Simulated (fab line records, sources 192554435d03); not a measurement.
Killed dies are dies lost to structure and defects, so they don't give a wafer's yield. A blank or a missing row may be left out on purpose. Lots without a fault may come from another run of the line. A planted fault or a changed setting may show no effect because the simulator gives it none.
Which tool did it? | flow n5_finfet | 12 lots, 36 wafers sampled, at 3 steps of a route of 1938

WHAT THE GAUGES READ, wafer by wafer
N5_BEOL_M1_CD_MEAS_28: target cd y 23.3 nm.
lot  | measured     | on        | cd_nm (nm)
L075 | day 6 13:44  | cd_sem-03 | 24.23 24.37 24.41
L077 | day 6 19:31  | cd_sem-02 | 24.22 24.36 24.12
L079 | day 7 07:26  | cd_sem-01 | 24.49 24.06 24.35
L081 | day 7 22:14  | cd_sem-01 | 24.24 24.13 24.29
L083 | day 8 12:15  | cd_sem-01 | 24.06 24.44 24.11
L085 | day 9 07:25  | cd_sem-02 | 24.16 24.06 23.87
L087 | day 9 14:54  | cd_sem-01 | 24.13 23.99 23.95
L089 | day 9 16:42  | cd_sem-02 | 24.02 24.15 23.92
L092 | day 10 18:01 | cd_sem-01 | 24.01 24.22 24.03
L094 | day 11 00:28 | cd_sem-01 | 24.07 23.45 24.08
L096 | day 11 16:31 | cd_sem-02 | 24.15 23.81 24.28
L091 | day 12 00:41 | cd_sem-03 | 23.73 23.98 23.92

WHICH TOOL RAN EACH LOT (tool, then ch and the chambers of the sampled wafers, then the start)
lot  | N5_BEOL_M0_PRE_CLEAN_113     | N5_BEOL_M1_ETCH_64
L075 | pvd_sputter-01, day 6 07:11  | rie_diel-05 ch 0,3, day 6 12:47
L077 | pvd_sputter-01, day 6 14:07  | rie_diel-03 ch 0,2,3, day 6 18:37
L079 | pvd_sputter-02, day 7 01:19  | rie_diel-05 ch 1,2,3, day 7 06:25
L081 | pvd_sputter-03, day 7 16:40  | rie_diel-05 ch 0,2,3, day 7 21:28
L083 | pvd_sputter-02, day 8 04:09  | rie_diel-05 ch 0,1,2, day 8 11:05
L085 | pvd_sputter-03, day 9 01:10  | rie_diel-03 ch 0,2,3, day 9 06:44
L087 | pvd_sputter-03, day 9 09:35  | rie_diel-06 ch 1,2,3, day 9 14:05
L089 | pvd_sputter-01, day 9 11:20  | rie_diel-05 ch 0,1, day 9 15:54
L092 | pvd_sputter-01, day 10 10:42 | rie_diel-03 ch 1,2,3, day 10 17:17
L094 | pvd_sputter-03, day 10 18:58 | rie_diel-03 ch 0,3, day 10 23:40
L096 | pvd_sputter-02, day 11 10:52 | rie_diel-03 ch 2,3, day 11 15:50
L091 | pvd_sputter-01, day 11 19:11 | rie_diel-06 ch 0,3, day 11 23:53
- N5_BEOL_M0_PRE_CLEAN_113: time 30 s.
- N5_BEOL_M1_ETCH_64: etches SOC in N2/H2, target depth 75 nm, overetch 15 nm, time 112.5 s.

THE ANSWER, worked out from the rows above alone
Rule: what is usual is taken from the lots themselves. Put in order of their means at a reading, lots are off if they are a third of the lots or fewer, leave a main group of 4 or more, and stand apart from it by a gap of 3 or more times the standard deviation of the main group's means; of several such gaps the widest counts. A main group whose means are all the same, to the digits that the tables above print for the reading, isn't used. A lot without any number at a reading at which 4 lots or more have one is off too. The other lots that the step has rows for count as sound.
No lot is off at any reading shown: from this, nothing can be told.

WHAT THE SIMULATOR HAD PUT IN
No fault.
